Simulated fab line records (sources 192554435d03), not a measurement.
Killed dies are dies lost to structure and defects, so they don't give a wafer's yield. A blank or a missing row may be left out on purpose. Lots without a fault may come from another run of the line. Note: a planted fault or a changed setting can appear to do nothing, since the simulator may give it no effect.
fab line records	flow n5_finfet
record: lots: 5	wafers: 14	last_day: 19
route steps=1938 shown BEOL_M10@1527 BEOL_M11@1536 PASSIVATION@1936
lots that met no fault: taken from a fault-free run of the same line
start_h: start of the lot's first displayed wafer, in hours after the record's first day	wait_h: time in hours since the lot's previous step	" the same as in the row above	L1.1+2: a row that stands for several wafers	- either no value or no given start	* or withheld: withheld	< > ~ a bound
route shown NAME@n: NAME is a module with steps in the file, n the number in the route of the first one	usual: average and standard deviation across the fault-free wafers	same: alike in all rows	chamber/n: place in a boat	sites: the reading at each site	_std_site: standard deviation across them	_edge_site: inner sites' mean taken away from outer sites' mean	radius_mm: for every site, how far away it sits from the centre of the wafer	mask NAME#n: copy n	behind: tool/chamber where the wafer was last shaped	hold: why the lot was held/for how many hours/how that ended	device: names the non-switching transistor (n, p or np)	end of line: at the end of the route, the tests of the same wafers	where a step has no rows: the recipe by itself	killed: count of dies lost to structure and defects at first sort (not the wafer's yield)	map: a wafer's dies, marking killed ones x, the rest . and places with no die _
set.NAME: setting as actually run; set.NAME@STEP: the setting as run at that earlier step	model.NAME: the simulator's own value behind a step, which no gauge read
certain route steps with their lots: each step a table, each wafer a row
services: the hour from which a tool's chamber was out of use, counted from the record's first day as start_h (under 0 if before that day), plus the number of hours and why
== steps ==
step: N5_BEOL_M10_SPUTTER_48
recipe: material: Cu	target_thk_a: 120	temp_c: -20	bias_v: 60	power_w: 26000	chamber_pressure_pa: 0.13	time_s: 2
step: N5_BEOL_M10_ECD_50
recipe: material: Cu	target_thk_a: 3180
step: N5_BEOL_M10_ANNEAL_51
recipe: temp_c: 225	time_s: 90	ambient: N2
step: N5_BEOL_M10_CMP_52
recipe: stop_on: SiCOH_lowk	t_overpolish_s: 7	down_force_psi: 1	platen_rpm: 50	clearing_platen_down_force_psi: 1.5	clearing_platen_rpm: 50	post_cmp_clean: cu_alkaline	target_thk_nm: 140	clearing_platen_pad_velocity_m_s: 0.99484	pad_velocity_m_s: 0.99484
step: N5_BEOL_M10_PRE_CLEAN_55
recipe: gas: NH3	time_s: 15	temp_c: withheld	rf_power_w: 300
step: N5_BEOL_M10_DEP_56
recipe: material: SiCN	target_thk_a: 150	temp_c: withheld	precursor: 3MS/NH3	pressure_torr: 3	rf_w: 202	time_s: 26.5
step: N5_BEOL_M11_ILD_DEP_00
recipe: material: SiCOH_lowk	target_thk_a: 3085.1	temp_c: 300	precursor: DEMS/porogen	pressure_torr: 5	rf_w: 500	time_s: 58
step: N5_BEOL_M11_CURE_71
recipe: temp_c: 385	time_s: 240	ambient: He/Ar	material: SiCOH_lowk
step: N5_BEOL_M11_PECVD_70
recipe: material: SiO2	target_thk_a: 200	temp_c: 400	precursor: TEOS/O2	pressure_torr: 5.5	rf_w: 450	teos_flow_sccm: 53.8	gas: O2	flow_sccm: 3000	time_s: 22.7
usual: heater_power_w: 735/92	showerhead_plenum_p_Torr: 8.75/0.065	throttle_valve_pct: 22.8/1.1
lot.wafer	tool	chamber	start_h	wait_h	heater_power_w	showerhead_plenum_p_Torr	throttle_valve_pct	model.SiO2_of_BEOL_M11_PECVD_70.thk_nm
L545.1	pecvd-04	1	296.62	0.0	576	8.70	22.9	20
L545.2	"	2	"	"	658	8.78	23.2	20
L545.6	"	2	"	"	682	8.79	23.1	20.2
L555.3	pecvd-04	2	322.87	0.1	713	8.75	23.1	20.2
L555.5	"	1	"	"	613	8.70	22.9	10.6
L554.1	pecvd-04	1	342.46	0.0	551	8.71	22.9	10.2
L554.3	"	2	"	"	699	8.75	23.1	19.6
L554.6	"	1	"	"	573	8.69	23.0	20
L556.1	pecvd-04	2	346.92	0.0	698	8.80	23.2	10
L556.3	"	0	"	"	769	8.64	22.5	19.2
L556.6	"	0	"	"	793	8.60	22.7	19.8
L561.1	pecvd-02	0	398.93	0.0	559	8.75	23.2	20.2
L561.4	"	1	"	"	599	8.76	22.1	20.8
L561.6	"	0	"	"	548	8.75	23.4	20.4
step: N5_BEOL_M11_HM_DEP_02
recipe: material: TiN	target_thk_a: 200	temp_c: 25	chamber_pressure_pa: 0.49996
step: N5_BEOL_M11_COAT_59
recipe: resist: SOC	temp_c: 250	time_s: 60	spin_rpm: 1500	resist_thk_nm: 100
step: N5_BEOL_M11_COAT_60
recipe: resist: SiARC	temp_c: 220	time_s: 60	spin_rpm: 1500	resist_thk_nm: 30
step: N5_BEOL_M11_COAT_05
recipe: resist: CAR-ArF	spin_rpm: 1500	resist_thk_nm: 90
step: N5_BEOL_M11_EBR_07
recipe: solvent: PGMEA	ebr_width_mm: 1.5
step: N5_BEOL_M11_SOFTBAKE_06
recipe: temp_c: 110	time_s: 60	resist: CAR-ArF
step: N5_BEOL_M11_EXPOSE_08
recipe: mask_id: M11	na: 1.35	source_shape: dipole	sigma_inner: 0.411	sigma_outer: 0.611	polarization: te	dose_mj: 53.75
step: N5_BEOL_M11_PEB_09
recipe: peb_temp_c: withheld	peb_time_s: 60	resist: CAR-ArF
step: N5_BEOL_M11_DEVELOP_10
recipe: develop_time_s: 30	developer: TMAH	resist: CAR-ArF	rinse_liquid: diw	dry: air_spin	dev_temp_c: 23
step: N5_BEOL_M11_DESCUM_16
recipe: chemistry: O2	time_s: 7.9	source_power_w: 50	bias_power_w: 20	pressure_mtorr: 20	rf_frequency_hz: 2.712e+07	temp_c: 40	resist: CAR-ArF	o2_flow_sccm: 225
step: N5_BEOL_M11_ETCH_61
recipe: chemistry: CF4	target: SiARC	target_depth_a: 390	mask_material: CAR-ArF	time_s: 65	ion_energy_ev: 80	pressure_mtorr: 40	source_w: 545	bias_w: 36	Ar_flow_sccm: 100	cf4_flow_sccm: 100	ends: cleared
step: N5_BEOL_M11_ETCH_62
recipe: chemistry: N2/H2	target: SOC	target_depth_a: 1100	overetch_a: 220	mask_material: SiARC	temp_c: 40	time_s: 165	ion_energy_ev: 200	pressure_mtorr: 30	source_w: 840	bias_w: 150	n2_flow_sccm: 200	h2_flow_sccm: 200
step: N5_BEOL_M11_STRIP_68
recipe: chemistry: N2/H2	temp_c: 40	n2_flow_sccm: 200	h2_flow_sccm: 200	rf_frequency_hz: 6e+07
step: N5_BEOL_M11_STRIP_67
recipe: chemistry: CF4	resist: SiARC	power_w: 300	bias_power_w: 75	pressure_mtorr: 50	cf4_flow_sccm: 150	rf_frequency_hz: 6e+07
step: N5_BEOL_M11_HM_OPEN_17
recipe: chemistry: Cl2/BCl3	target_depth_a: 200	overetch_a: 60	target: TiN	mask_material: SOC	ion_energy_ev: 150	pressure_mtorr: 10	icp_w: 1000	bias_w: 126	Cl2_flow_sccm: 53.25	bcl3_flow_sccm: 21.75	Ar_flow_sccm: 25
step: N5_BEOL_M11_STRIP_19
recipe: chemistry: O2	power_w: 400	temp_c: 40	pressure_mtorr: 30	rf_frequency_hz: 6e+07	bias_power_w: 0	overash_fraction: 0.2	o2_flow_sccm: 225
step: N5_BEOL_M11_COAT_63
recipe: resist: SOC	temp_c: 250	time_s: 60	spin_rpm: 1500	resist_thk_nm: 100
step: N5_BEOL_M11_COAT_64
recipe: resist: SiARC	temp_c: 220	time_s: 60	spin_rpm: 1500	resist_thk_nm: 30
step: N5_BEOL_M11_COAT_22
recipe: resist: CAR-ArF	spin_rpm: 1500	resist_thk_nm: 90
step: N5_BEOL_M11_EBR_24
recipe: solvent: PGMEA	ebr_width_mm: 1.5
step: N5_BEOL_M11_SOFTBAKE_23
recipe: temp_c: 110	time_s: 60	resist: CAR-ArF
step: N5_BEOL_M11_EXPOSE_25
recipe: mask_id: V10	na: 1.35	source_shape: annular	sigma_inner: 0.5	sigma_outer: 0.8	polarization: unpolarized	dose_mj: 85.5
step: N5_BEOL_M11_PEB_26
recipe: peb_temp_c: withheld	peb_time_s: 60	resist: CAR-ArF
step: N5_BEOL_M11_DEVELOP_27
recipe: develop_time_s: 30	developer: TMAH	resist: CAR-ArF	rinse_liquid: diw	dry: air_spin	dev_temp_c: 23
step: N5_BEOL_M11_HM_STRIP_39
recipe: chemistry: peroxide_tin_strip	material: TiN	target_depth_a: 250	temp_c: 50	time_s: 158
lot.wafer	tool	chamber	start_h	wait_h	model.SiO2_of_BEOL_M11_PECVD_70.thk_nm
L545.1+2	wet_bench-03	7,1	304.66	0.0	19.8
L545.6	"	0	"	"	20
L555.3	wet_bench-03	4	328.30	0.0	20.2
L555.5	"	1	"	"	10.6
L554.1	wet_bench-02	0	349.32	0.0	10.2
L554.3	"	4	"	"	19.4
L554.6	"	6	"	"	19.8
L556.1	wet_bench-04	2	349.78	0.0	10
L556.3	"	4	"	"	19.2
L556.6	"	1	"	"	19.8
L561.1	wet_bench-02	1	402.83	0.0	20
L561.4	"	0	"	"	20.6
L561.6	"	3	"	"	20.2
step: N5_BEOL_M11_CMP_52
recipe: stop_on: SiCOH_lowk	t_overpolish_s: 7	down_force_psi: 1	platen_rpm: 50	clearing_platen_down_force_psi: 1.5	clearing_platen_rpm: 50	post_cmp_clean: cu_alkaline	target_thk_nm: 140	clearing_platen_pad_velocity_m_s: 0.99484	pad_velocity_m_s: 0.99484
usual: barrier_field_endpoint_s: 29.2/0.72	head_pressure_psi: 1.0003/0.0022	motor_current_A: 5.7/0.72	slurry_filter_dp_kPa: 13.48/0.13
lot.wafer	tool	chamber	start_h	wait_h	barrier_field_endpoint_s	head_pressure_psi	motor_current_A	slurry_filter_dp_kPa
L545.1	cmp-03	2	307.74	0.3	28.1	1.0004	6.0	13.33
L545.2	"	0	"	"	29.3	1.0021	6.0	13.65
L545.6	"	1	"	"	29.7	1.0000	6.1	13.59
L555.3	cmp-04	3	330.73	0.2	30.0	0.9998	4.7	13.51
L555.5	"	2	"	"	17.6	0.9958	6.7	13.74
L554.3	cmp-04	3	351.32	0.2	28.8	0.9993	4.7	13.67
L554.1	"	1	"	"	16.7	0.9986	5.5	13.77
L554.6	"	3	"	"	29.1	0.9986	4.8	13.44
L556.1	cmp-02	2	353.89	0.3	17.3	1.0001	4.5	13.31
L556.3	"	3	"	"	28.6	0.9984	6.8	13.46
L556.6	"	2	"	"	28.8	0.9991	4.4	13.28
L561.1	cmp-04	3	407.14	0.3	29.7	0.9996	4.8	13.71
L561.4	"	1	"	"	29.6	0.9999	5.6	13.48
L561.6	"	2	"	"	29.3	0.9961	7.1	13.47
step: N5_PASSIVATION_PROBE_49
usual: defect_limited_yield: 91.3/1.4	killed_at_M0_to_M3: 33/11	killed_at_M4_up: 15/6.2	killed_at_contacts: 13/6.5	killed_at_front_end: 38/11	killed_at_other: 3.4/2.6	killed_dies: 102/17	killed_open: 67/12	killed_short: 34/7.9	sort_bin_5_function: 5.1/0.88	sort_bin_6_memory: 3.3/0.65	sort_n_pass: 1078/17	sort_yield_pct: 91.3/1.4
same: gross_dies: 1180	killed_at_back_side: 0	sort_bin_4_leakage[%]: 0	sort_bin_8_speed[%]: 0
lot.wafer	tool	chamber	start_h	wait_h	defect_limited_yield[%]	killed_at_M0_to_M3	killed_at_M4_up	killed_at_contacts	killed_at_front_end	killed_at_other	killed_dies	killed_open	killed_short	sort_bin_5_function[%]	sort_bin_6_memory[%]	sort_n_pass	sort_yield_pct[%]
L555.3	prober-01	-	369.40	0.1	92.3	17	10	8	54	2	91	62	29	4.3	3.3	1089	92.3
L555.5	prober-01	-	369.50	0.2	90.6	19	11	18	63	0	111	66	44	5.0	4.0	1069	90.6
L556.6	prober-02	-	392.77	0.3	91.8	11	25	12	48	1	97	61	34	4.8	3.1	1083	91.8
L554.1	prober-01	-	394.00	0.0	89.4	20	24	26	51	4	125	80	44	6.4	3.9	1055	89.4
L554.3	prober-01	-	394.10	0.1	90.4	33	18	6	55	1	113	70	41	5.9	2.9	1067	90.4
L554.6	prober-01	-	394.25	0.3	90.9	23	9	17	55	3	107	74	33	5.4	3.4	1073	90.9
killed by level:class
L555.3 STI_FIN_REVEAL:geometric_particle:open=21 GATE_CUT:geometric_particle:short=9 FIN_SAQP:geometric_particle:short=8 MOL_CONTACT_COAG:geometric_particle:open=8 BEOL_M0_SAQP:geometric_particle:open=6 FIN_SAQP:geometric_particle:open=5 BEOL_M0_SAQP:geometric_particle:short=5 BEOL_M4:geometric_particle:open=4
L555.5 FIN_SAQP:geometric_particle:short=20 STI_FIN_REVEAL:geometric_particle:open=16 MOL_CONTACT_COAG:geometric_particle:open=16 FIN_SAQP:geometric_particle:open=9 BEOL_M4:geometric_particle:open=6 BEOL_M1:geometric_particle:open=4 BEOL_M0_SAQP:geometric_particle:open=4 BEOL_M1:geometric_particle:short=4
L556.6 BEOL_M4:geometric_particle:open=15 MOL_CONTACT_COAG:geometric_particle:open=12 STI_FIN_REVEAL:geometric_particle:open=9 FIN_SAQP:geometric_particle:short=8 BEOL_M0_SAQP:geometric_particle:short=7 GATE_CUT:geometric_particle:short=5 STARTING-WAFER:geometric_particle:short=5 FIN_SAQP:geometric_particle:open=4
L554.1 MOL_CONTACT_COAG:geometric_particle:open=23 FIN_SAQP:geometric_particle:short=10 BEOL_M1:geometric_particle:open=9 BEOL_M4:geometric_particle:open=9 FIN_SAQP:geometric_particle:open=7 DUMMY_GATE:geometric_particle:open=6 GATE_CUT:geometric_particle:short=5 STI_FIN_REVEAL:geometric_particle:short=4
L554.3 FIN_SAQP:geometric_particle:short=24 FIN_SAQP:geometric_particle:open=15 BEOL_M4:geometric_particle:open=11 BEOL_M3:geometric_particle:open=8 BEOL_M0_SAQP:geometric_particle:short=7 BEOL_M0_SAQP:geometric_particle:open=7 MOL_CONTACT_COAG:geometric_particle:open=6 BEOL_M2:geometric_particle:open=6
L554.6 STI_FIN_REVEAL:geometric_particle:open=16 MOL_CONTACT_COAG:geometric_particle:open=13 FIN_SAQP:geometric_particle:short=11 FIN_SAQP:geometric_particle:open=9 BEOL_M1:geometric_particle:open=9 BEOL_M3:geometric_particle:open=5 MOL_CONTACT_COAG:geometric_particle:short=4 STARTING-WAFER:geometric_particle:open=4
== services ==
tool	chamber	start_h	hours	kind
wet_bench-04	-	273.43	4.0	repair
cmp-03	-	283.89	7.5	pm
cmp-02	-	289.29	2.2	repair
cmp-03	-	308.07	11.6	pm
pecvd-04	0	319.79	5.5	scheduled_down
cmp-02	-	319.89	0.4	repair
cmp-03	-	329.75	10.7	repair
wet_bench-04	-	334.87	4.4	pm
cmp-02	-	348.41	0.5	repair
cmp-03	-	351.22	4.0	pm
cmp-03	-	355.22	-	consumable_replace:conditioner
cmp-03	-	355.22	-	consumable_replace:pad
cmp-02	-	373.54	8.1	pm
pecvd-04	1	383.62	-	clean
pecvd-04	1	383.62	-	consumable_replace:showerhead
pecvd-04	1	383.62	29.0	scheduled_down
pecvd-04	1	383.62	29.0	vent_cycle
cmp-04	-	394.69	2.8	repair
== key ==
first_sign: step: N5_BEOL_M11_CMP_52	reading: barrier_field_endpoint_s	direction: down	sigmas: 17	usual: 29.2	struck: 17.2
effect none on later readings
model_effect: step: N5_BEOL_M11_PECVD_70	value: SiO2_of_BEOL_M11_PECVD_70.thk_nm	without: 20	struck: 10.27
model_effect: step: N5_BEOL_M11_HM_STRIP_39	value: SiO2_of_BEOL_M11_PECVD_70.thk_nm	without: 19.87	struck: 10.27
met_at N5_BEOL_M11_PECVD_70
struck_wafers L554.1,L555.5,L556.1
onset_between 296.62 322.87
fault: kind: process_parameter_drift	tool: pecvd-04	chamber: -	onset_h: 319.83	steps: N5_BEOL_M11_PECVD_70	channel: time_s	offset: *	shape: step	end_h: 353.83	scope: struck_wafers_only	acts_in: *	stated: *
